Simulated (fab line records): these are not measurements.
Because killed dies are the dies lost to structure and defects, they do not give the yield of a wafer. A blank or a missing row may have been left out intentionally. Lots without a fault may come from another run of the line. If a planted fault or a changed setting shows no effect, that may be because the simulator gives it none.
Chamber matching / flow n5-finfet / N5_BEOL_M0_SAQP_PECVD_04 on pecvd-01: 3 sister chambers
The step deposits a-Si from SiH4/He, target thk 60 nm, time 60.2 s. 6 wafers are shown with their chamber, then 8 later ones without.

## WAFERS PAIRED WITH THEIR CHAMBERS
wafer=L086.3; chamber=2; throttle-valve-pct (%)=17.7; showerhead-plenum-p-Torr (Torr)=5.599
wafer=L086.5; chamber=2; throttle-valve-pct (%)=17.4; showerhead-plenum-p-Torr (Torr)=5.609
wafer=L089.1; chamber=0; throttle-valve-pct (%)=17.6; showerhead-plenum-p-Torr (Torr)=5.636
wafer=L089.2; chamber=1; throttle-valve-pct (%)=20.8; showerhead-plenum-p-Torr (Torr)=5.691
wafer=L089.6; chamber=0; throttle-valve-pct (%)=17.7; showerhead-plenum-p-Torr (Torr)=5.641
wafer=L090.1; chamber=1; throttle-valve-pct (%)=20.3; showerhead-plenum-p-Torr (Torr)=5.696

## WAFERS WHOSE CHAMBER IS MISSING
wafer=L090.2; throttle-valve-pct (%)=17.6; showerhead-plenum-p-Torr (Torr)=5.660
wafer=L090.4; throttle-valve-pct (%)=20.3; showerhead-plenum-p-Torr (Torr)=5.690
wafer=L093.1; throttle-valve-pct (%)=17.8; showerhead-plenum-p-Torr (Torr)=5.592
wafer=L093.2; throttle-valve-pct (%)=17.7; showerhead-plenum-p-Torr (Torr)=5.645
wafer=L093.5; throttle-valve-pct (%)=20.5; showerhead-plenum-p-Torr (Torr)=5.692
wafer=L096.3; throttle-valve-pct (%)=17.9; showerhead-plenum-p-Torr (Torr)=5.607
wafer=L096.5; throttle-valve-pct (%)=17.8; showerhead-plenum-p-Torr (Torr)=5.605
wafer=L096.6; throttle-valve-pct (%)=17.4; showerhead-plenum-p-Torr (Torr)=5.649

## CHAMBER TAKEN BY EACH
wafer=L090.2; from the rows above=0; in truth=0
wafer=L090.4; from the rows above=1; in truth=1
wafer=L093.1; from the rows above=2; in truth=2
wafer=L093.2; from the rows above=0; in truth=0
wafer=L093.5; from the rows above=1; in truth=1
wafer=L096.3; from the rows above=2; in truth=2
wafer=L096.5; from the rows above=2; in truth=2
wafer=L096.6; from the rows above=0; in truth=0
Correct placement for 8 of the 8. Number that these rows cannot place: 0. 0 placed wrongly.
How it was worked out, from the rows above alone: a wafer's distance from a chamber is the root of the sum, over the readings, of the square of ((its reading less the chamber's mean) divided by the reading's scatter). If the next closest chamber is less than 2 further off than the closest, the wafer can't be placed; otherwise it belongs to the closest. Each chamber's mean is taken over the wafers shown for it. How the scatter is found: for the shown wafers, subtract from each reading the mean of its chamber, square and add these, divide the total by (wafers less chambers), then take the root.
